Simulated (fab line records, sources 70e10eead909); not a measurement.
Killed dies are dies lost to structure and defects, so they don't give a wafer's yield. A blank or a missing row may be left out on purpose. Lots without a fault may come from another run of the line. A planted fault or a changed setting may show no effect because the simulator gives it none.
fab line records | flow nand_harc
record lots=12 wafers=36 last_day=33
route steps=1302 shown A_M0@1162 A_M1@1177 END@1302
lots that met no fault: from a run of the same line without faults
start_h: hours from the record's first day to the start of the lot's first wafer shown | wait_h: hours since the lot's step before | " the same as in the row above | L1.1+2: a row that stands for several wafers | - no value, or no start given | * or withheld: withheld | < > ~ a bound
route shown NAME@n: a module of which the file shows steps, and the number in the route of the first | usual: mean/standard deviation of fault-free wafers | same: alike in all rows | chamber/n: place in a boat | sites: the reading at each site | _std_site: their standard deviation | _edge_site: outer sites' mean less inner sites' | radius_mm: how far each site lies from the wafer's centre | mask NAME#n: copy n | behind: the tool/chamber that last shaped the wafer | hold: why the lot was held/for how many hours/how that ended | device: the transistor (n, p or np) that didn't switch | end of line: the same wafers' tests at the end of the route | a step without rows: its recipe alone | killed: dies lost to structure and defects at the first sort, not the wafer's yield | map: a wafer's dies, x killed, . not, _ none there
set.NAME: the setting as run; set.NAME@STEP: as run at that earlier step | model.NAME: the simulator's own value behind a step, which no gauge read
steps of the route over a sample of lots; a table a step, a row a wafer
services: from which hour (start_h, from the record's first day; less than 0 if before it) a tool's chamber was out of use, for how many hours, and why
## steps
# step NHARC_A_M0_CMP_23
# recipe t_overpolish_s=20 target_thk_nm=113.75
# usual motor_current_A=12.1/0.94 time_to_endpoint_s=28.3/2.8
# same t_overpolish_s=20
# columns lot.wafer tool chamber start_h wait_h motor_current_A time_to_endpoint_s
L896.2 cmp-04 0 535.44 - 10.0 23.0
L896.3 " 3 " " 11.5 27.7
L896.5 " 1 " " 11.5 27.5
L900.2 cmp-02 1 588.72 - 11.1 30.0
L900.1 " 2 " " 11.8 30.2
L900.5 " 0 " " 12.8 31.2
L903.2 cmp-04 0 590.46 - 10.5 25.4
L903.1 " 3 " " 11.7 29.7
L903.5 " 0 " " 10.3 25.5
L901.3 cmp-03 1 592.87 - 14.4 30.0
L901.2 " 2 " " 11.7 28.3
L901.5 " 3 " " 11.3 27.4
L902.4 cmp-02 0 599.77 - 13.8 31.0
L902.2 " 2 " " 11.4 30.0
L902.6 " 0 " " 13.3 33.5
L906.4 cmp-03 0 626.38 - 13.2 25.9
L906.2 " 2 " " 11.4 28.0
L906.6 " 0 " " 13.3 27.0
L911.3 cmp-04 0 673.80 - 10.3 23.5
L911.2 " 1 " " 11.0 24.7
L911.4 " 3 " " 11.5 29.4
L913.1 cmp-03 3 705.24 - 11.4 27.2
L913.3 " 0 " " 13.6 24.4
L913.6 " 3 " " 11.2 24.6
L912.2 cmp-02 1 707.24 - 11.7 28.7
L912.4 " 0 " " 12.5 34.2
L912.6 " 2 " " 11.8 32.9
L915.1 cmp-03 1 725.31 - 14.0 29.4
L915.2 " 0 " " 13.4 27.2
L915.6 " 1 " " 13.8 27.0
L917.3 cmp-04 3 750.51 - 12.0 36.6
L917.4 " 2 " " 12.7 31.7
L917.5 " 3 " " 11.3 35.3
L918.3 cmp-02 1 762.30 - 12.0 23.2
L918.4 " 0 " " 12.6 27.4
L918.5 " 1 " " 11.9 25.0
# step NHARC_A_M0_PRE_CLEAN_31
# recipe time_s=12 temp_c=370 rf_power_w=300 gas=NH3
# usual heater_power_w=645/66
# same time_s=12
# columns lot.wafer tool chamber start_h wait_h heater_power_w
L896.2 pecvd-02 1 535.98 0.1 542
L896.3 " 0 " " 598
L896.5 " 2 " " 608
L900.2 pecvd-03 0 589.21 0.1 647
L900.1 " 1 " " 706
L900.5 " 0 " " 656
L903.2 pecvd-01 1 591.01 0.1 762
L903.1 " 2 " " 658
L903.5 " 1 " " 773
L901.3 pecvd-03 1 593.37 0.1 722
L901.2 " 2 " " 652
L901.5 " 1 " " 721
L902.2 pecvd-03 1 600.33 0.1 715
L902.4 " 0 " " 699
L902.6 " 2 " " 630
L906.2 pecvd-03 2 626.91 0.1 692
L906.6 " 1 " " 711
L906.4 " 2 " " 670
L911.2 pecvd-02 2 674.33 0.1 613
L911.3 " 0 " " 682
L911.4 " 0 " " 673
L913.1 pecvd-02 0 705.78 0.1 658
L913.3 " 2 " " 626
L913.6 " 2 " " 619
L912.2 pecvd-01 2 707.78 0.1 630
L912.4 " 0 " " 598
L912.6 " 1 " " 774
L915.1 pecvd-01 2 725.88 0.1 695
L915.2 " 1 " " 680
L915.6 " 1 " " 683
L917.3 pecvd-03 2 751.06 0.1 679
L917.4 " 2 " " 696
L917.5 " 0 " " 642
L918.4 pecvd-03 1 762.87 0.1 729
L918.3 " 0 " " 601
L918.5 " 0 " " 625
# step NHARC_A_M1_PEB_07
# recipe peb_temp_c=100 peb_time_s=65
# usual heater_power_total_W=156.6/0.43 plate_temp_C=100.00/0.12
# columns lot.wafer tool chamber start_h wait_h heater_power_total_W plate_temp_C
L896.2 litho_track-04 0 537.21 0.1 156.1 100.17
L896.3 " 0 " " 157.1 100.01
L896.5 " 0 " " 156.8 100.11
L900.1 litho_track-04 0 590.32 0.1 157.0 99.98
L900.2 " 0 " " 157.2 99.90
L900.5 " 0 " " 157.1 100.02
L903.1 litho_track-06 0 592.25 0.1 157.2 100.21
L903.2 " 0 " " 156.2 100.31
L903.5 " 0 " " 156.6 100.03
L901.2 litho_track-01 0 594.45 0.1 156.1 99.96
L901.3 " 0 " " 157.1 100.04
L901.5 " 0 " " 156.3 99.94
L902.2 litho_track-04 0 601.44 0.1 156.0 99.92
L902.4 " 0 " " 156.1 99.99
L902.6 " 0 " " 156.8 100.17
L906.2 litho_track-06 0 628.03 0.1 156.1 100.00
L906.4 " 0 " " 156.0 100.17
L906.6 " 0 " " 156.0 100.18
L911.2 litho_track-04 0 675.56 0.1 149.0 96.32
L911.3 " 0 " " 148.7 96.23
L911.4 " 0 " " 149.0 96.09
L913.1 litho_track-04 0 706.91 0.1 149.0 96.17
L913.3 " 0 " " 148.1 96.11
L913.6 " 0 " " 148.7 96.25
L912.2 litho_track-04 0 708.93 0.1 149.0 96.27
L912.4 " 0 " " 148.7 96.14
L912.6 " 0 " " 148.2 96.09
L915.1 litho_track-06 0 727.00 0.1 155.9 100.07
L915.2 " 0 " " 156.7 100.06
L915.6 " 0 " " 156.3 99.91
L917.3 litho_track-01 0 752.30 0.0 157.0 100.11
L917.4 " 0 " " 156.2 100.07
L917.5 " 0 " " 157.1 99.86
L918.3 litho_track-01 0 764.25 0.0 156.0 99.81
L918.4 " 0 " " 157.1 100.00
L918.5 " 0 " " 156.9 99.88
# step NHARC_A_M1_CD_MEAS_09
# recipe target_cd_nm=120 landing_energy_ev=500
# usual cd_nm=120.4/0.51
# columns lot.wafer tool chamber start_h wait_h cd_nm
L896.2 cd_sem-03 0 537.29 - 119.8
L896.3 " 0 " " 120.3
L896.5 " 0 " " 120.2
L900.1 cd_sem-01 0 590.40 - 119.6
L900.2 " 0 " " 120.6
L900.5 " 0 " " 120.2
L903.1 cd_sem-01 0 592.33 - 120.7
L903.2 " 0 " " 121.0
L903.5 " 0 " " 120.4
L901.2 cd_sem-03 0 594.53 - 120.5
L901.3 " 0 " " 120.3
L901.5 " 0 " " 120.2
L902.2 cd_sem-03 0 601.52 - 121.2
L902.4 " 0 " " 120.9
L902.6 " 0 " " 119.5
L906.2 cd_sem-03 0 628.11 - 121.3
L906.4 " 0 " " 120.6
L906.6 " 0 " " 121.1
L911.2 cd_sem-02 0 675.64 - 106.0
L911.3 " 0 " " 106.4
L911.4 " 0 " " 105.7
L913.1 cd_sem-03 0 706.99 - 109.6
L913.3 " 0 " " 109.5
L913.6 " 0 " " 109.1
L912.2 cd_sem-02 0 709.01 - 111.4
L912.4 " 0 " " 111.6
L912.6 " 0 " " 110.4
L915.1 cd_sem-02 0 727.08 - 119.7
L915.2 " 0 " " 119.9
L915.6 " 0 " " 120.0
L917.3 cd_sem-02 0 752.38 - 119.6
L917.4 " 0 " " 119.8
L917.5 " 0 " " 120.1
L918.3 cd_sem-03 0 764.33 - 119.8
L918.4 " 0 " " 120.4
L918.5 " 0 " " 119.9
# step NHARC_A_M1_STRIP_18
# recipe power_w=1000 n2_flow_sccm=150 h2_flow_sccm=150 ar_flow_sccm=0 bias_w=0 chemistry=N2/H2
# usual drypump_motor_current_A=5.9/0.34 n2_flow_sccm=150.0/0.44 oes_product_au=1.000/0.009 power_w=1000/3 rf_vpp_V=90.7/0.98 showerhead_plenum_p_Torr=2.04/0.067 throttle_valve_pct=14.172/0.0091
# columns lot.wafer tool chamber start_h wait_h drypump_motor_current_A n2_flow_sccm oes_product_au power_w rf_hours_counter_h rf_vpp_V showerhead_plenum_p_Torr throttle_valve_pct
L896.3 rie_diel-05 1 538.30 0.1 6.0 149.8 1.001 997 6.5 92.3 2.09 14.164
L896.2 " 3 " " 5.5 150.1 0.990 999 7.3 91.4 2.09 14.184
L896.5 " 1 " " 6.0 150.0 1.001 1001 - 92.5 2.09 14.183
L900.1 rie_diel-04 1 591.05 0.1 6.0 149.9 1.007 1001 1.5 88.1 1.97 14.184
L900.2 " 3 " " 5.7 149.5 1.005 1005 1.4 91.2 2.06 14.168
L900.5 " 1 " " 5.9 149.7 1.013 999 - 91.0 1.97 14.167
L903.2 rie_diel-05 2 592.89 0.1 6.3 150.1 0.987 997 0.0 87.1 1.98 14.171
L903.1 " 3 " " 5.6 150.5 0.989 999 0.0 89.4 2.09 14.169
L903.5 " 2 " " 6.3 150.1 0.992 999 - 91.5 1.98 14.171
L901.3 rie_diel-04 1 595.09 0.1 5.9 149.7 0.999 1001 1.7 89.0 1.97 14.172
L901.2 " 0 " " 6.1 149.9 1.001 1002 0.9 90.5 2.04 14.184
L901.5 " 1 " " 5.9 149.3 1.008 996 - 91.0 1.97 14.152
L902.2 rie_diel-06 0 602.08 0.1 5.2 149.9 0.998 996 6.0 90.1 1.93 14.168
L902.4 " 2 " " 6.2 148.9 1.007 1006 6.7 90.5 2.03 14.181
L902.6 " 1 " " 5.7 150.1 0.999 996 - 90.2 2.04 14.163
L906.2 rie_diel-05 3 628.70 0.1 5.6 149.9 1.015 999 1.5 92.0 2.09 14.183
L906.4 " 1 " " 6.0 150.0 1.011 996 2.4 90.3 2.08 14.191
L906.6 " 3 " " 5.6 149.9 0.999 1003 - 90.5 2.09 14.163
L911.2 rie_diel-04 0 676.20 0.1 6.1 149.6 1.004 995 2.7 91.2 2.04 14.189
L911.3 " 2 " " 6.0 150.2 1.009 999 4.1 90.4 2.12 14.163
L911.4 " 3 " " 5.7 150.6 1.003 1002 3.6 91.5 2.06 14.157
L913.1 rie_diel-04 1 707.61 0.1 6.0 150.0 1.006 1003 4.8 90.3 1.96 14.166
L913.3 " 2 " " 6.0 150.3 1.008 1004 4.9 91.2 2.12 14.177
L913.6 " 0 " " 6.1 150.4 1.002 994 - 88.9 2.03 14.163
L912.4 rie_diel-05 0 709.57 0.1 6.3 150.2 1.002 1003 6.1 91.2 1.97 14.173
L912.2 " 2 " " 6.3 149.7 0.990 1001 6.5 90.7 1.98 14.169
L912.6 " 0 " " 6.3 150.3 1.005 1006 - 90.3 1.97 14.166
L915.1 rie_diel-06 3 727.78 0.1 6.0 149.6 1.000 999 2.6 90.5 2.15 14.170
L915.2 " 1 " " 5.7 150.2 1.016 994 3.9 90.9 2.04 14.175
L915.6 " 0 " " 5.2 150.3 1.009 998 - 88.3 1.93 14.186
L917.4 rie_diel-04 1 752.99 0.1 6.0 150.0 1.002 997 1.6 90.4 1.96 14.161
L917.3 " 2 " " 6.0 150.5 0.997 993 1.0 91.4 2.12 14.180
L917.5 " 0 " " 6.0 150.6 1.003 999 - 90.9 2.03 14.181
L918.4 rie_diel-04 0 764.89 0.1 6.1 150.4 1.001 1002 1.6 91.0 2.03 14.167
L918.3 " 3 " " 5.7 150.1 1.020 1003 2.0 91.2 2.06 14.164
L918.5 " 1 " " 5.9 149.3 1.007 1002 - 90.5 1.96 14.178
# step NHARC_END_SORT_01
# recipe temp_c=25
# usual defect_limited_yield=92.0/2.4 killed_at_array=50/16 killed_at_other=0.8/1 killed_at_periphery=4/3.1 killed_dies=54/16 killed_open=3.2/2 killed_short=2.5/1.6 sort_bin_2_pct=2.8/1 sort_bin_3_pct=0.6/0.35 sort_bin_4_pct=4.6/1.4 sort_n_pass=623/16 sort_rim_yield_pct=90/4.3 sort_yield_pct=92.0/2.4
# same gross_dies=677 sort_bin_5_pct[%]=0 sort_bin_6_pct[%]=0 sort_bin_7_pct[%]=0 sort_bin_8_pct[%]=0 sort_rim_n_gross=106.00
# columns lot.wafer tool chamber start_h wait_h defect_limited_yield[%] killed_at_array killed_at_other killed_at_periphery killed_dies killed_open killed_short sort_bin_2_pct[%] sort_bin_3_pct[%] sort_bin_4_pct[%] sort_n_pass sort_rim_yield_pct[%] sort_yield_pct[%]
L903.1 prober-01 0 625.78 2.5 87.1 79 0 8 87 8 5 4.4 1.3 7.1 590 75 87.1
L903.2 prober-01 0 626.58 2.8 88.5 69 1 8 78 0 2 3.8 0.9 6.8 599 89 88.5
L903.5 prober-01 0 628.95 3.7 91.0 55 0 6 61 1 2 3.1 1.5 4.4 616 85 91.0
L906.2 prober-02 0 665.35 2.8 89.5 59 3 9 71 8 3 4.3 0.9 5.3 606 85 89.5
L906.4 prober-02 0 666.92 3.4 89.2 63 1 9 73 3 3 4.0 0.6 6.2 604 85 89.2
L906.6 prober-02 0 668.50 3.9 92.5 44 3 4 51 0 4 2.2 0.4 4.9 626 85 92.5
L912.6 prober-02 0 746.05 4.0 87.7 77 0 6 83 3 4 5.0 0.7 6.5 594 85 87.7
# killed by level:class
L903.1 A_SLIT:chamber_film_flake=27 A_CHANNEL_HOLE_D1:chamber_film_flake=16 A_CHANNEL_HOLE_D2:chamber_film_flake=6 A_M1:chamber_film_flake=5 A_WL_FILL:chamber_film_flake=4 P_M1:chamber_film_flake=3 A_DECK1_JOINT:chamber_film_flake=3 A_STAIRCASE:chamber_film_flake=3
L903.2 A_CHANNEL_HOLE_D1:chamber_film_flake=29 A_SLIT:chamber_film_flake=26 A_CHANNEL_HOLE_D2:chamber_film_flake=6 P_M1:chamber_film_flake=4 A_STAIRCASE:chamber_film_flake=3 P_CONTACT:chamber_film_flake=2 A_M1:chamber_film_flake=2 P_M1:geometric_particle:short=1
L903.5 A_SLIT:chamber_film_flake=17 A_CHANNEL_HOLE_D1:chamber_film_flake=14 A_CHANNEL_HOLE_D2:chamber_film_flake=14 P_M1:chamber_film_flake=4 A_STAIRCASE:chamber_film_flake=4 A_M1:chamber_film_flake=3 P_M1:geometric_particle:short=1 A_ONON_D2:geometric_particle:short=1
L906.2 A_SLIT:chamber_film_flake=24 A_CHANNEL_HOLE_D2:chamber_film_flake=9 A_CHANNEL_HOLE_D1:chamber_film_flake=6 A_M0:chamber_film_flake=5 P_STI:chamber_film_flake=4 A_STAIRCASE:chamber_film_flake=4 P_GATE:chamber_film_flake=3 THIN_TSV:chamber_film_flake=3
L906.4 A_SLIT:chamber_film_flake=31 A_CHANNEL_HOLE_D2:chamber_film_flake=17 P_STI:chamber_film_flake=4 A_CHANNEL_FILL_D2:chamber_film_flake=3 A_ONON_D2:geometric_particle:short=2 P_ZERO_WELL:chamber_film_flake=2 P_GATE:chamber_film_flake=2 A_CHANNEL_HOLE_D1:chamber_film_flake=2
L906.6 A_SLIT:chamber_film_flake=20 A_CHANNEL_HOLE_D2:chamber_film_flake=17 P_STI:chamber_film_flake=3 A_ONON_D2:geometric_particle:short=2 A_STAIRCASE:chamber_film_flake=2 THIN_TSV:chamber_film_flake=2 A_ONON_D1:geometric_particle:short=1 P_M2:chamber_film_flake=1
L912.6 A_CHANNEL_HOLE_D2:chamber_film_flake=28 A_SLIT:chamber_film_flake=21 A_CONTACT:chamber_film_flake=7 A_WL_FILL:chamber_film_flake=7 A_CHANNEL_HOLE_D1:chamber_film_flake=6 P_M1:chamber_film_flake=3 P_CONTACT:geometric_particle:open=1 P_CONTACT:geometric_particle:short=1
## services
# columns tool chamber start_h hours kind
cmp-03 - 517.72 0.9 repair
cmp-02 - 527.16 4.0 pm
rie_diel-04 - 531.91 9.0 pm
cmp-02 - 539.54 3.7 repair
cmp-04 - 545.53 4.0 pm
pecvd-03 - 547.24 13.0 pm
litho_track-04 - 553.00 7.0 pm
rie_diel-04 0 553.78 13.7 repair
cmp-03 - 554.47 4.0 pm
cmp-03 - 560.49 3.3 repair
rie_diel-05 0 563.84 6.4 repair
cmp-02 - 567.69 3.3 repair
cmp-03 - 573.48 0.5 repair
cmp-03 - 581.83 0.8 repair
pecvd-03 - 583.16 0.8 repair
rie_diel-05 - 583.60 9.0 pm
rie_diel-04 - 613.56 0.2 repair
pecvd-03 0 615.00 9.3 repair
rie_diel-04 - 660.59 2.2 repair
rie_diel-04 - 708.91 9.0 pm
rie_diel-04 0 725.34 12.1 repair
litho_track-04 - 728.00 7.0 pm
pecvd-03 - 728.24 13.0 pm
pecvd-03 2 760.31 15.3 repair
## key
first_sign step=NHARC_A_M1_PEB_07 reading=plate_temp_C direction=down sigmas=32 usual=* struck=*
effect step=NHARC_A_M1_PEB_07 reading=heater_power_total_W direction=down sigmas=19 usual=* struck=*
effect step=NHARC_A_M1_CD_MEAS_09 reading=cd_nm direction=down sigmas=22 usual=120.4 struck=108.8 through=control_loop
met_at NHARC_A_M1_PEB_07
struck_lots L911,L912,L913
sort_left_out L911.2,L911.3,L911.4,L913.1,L913.3,L913.6
loop_trim step=NHARC_A_M1_EXPOSE_06 setting=dose lots=L912,L913
not_acting_at NHARC_A_M0_CMP_23,NHARC_A_M0_PRE_CLEAN_31,NHARC_A_M1_STRIP_18
onset_between 601.44 675.56
fault kind=process_parameter_drift tool=litho_track-04 chamber=- onset_h=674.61 steps=NHARC_A_M1_PEB_07 channel=peb_temp_c offset=* shape=step end_h=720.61 acts_in=* stated=*
# sort_left_out: the simulated sort isn't trusted on such a fault, so these wafers' sort isn't shown, and their yield isn't known
# loop_trim: a control loop set the setting to another value than it would have without faults
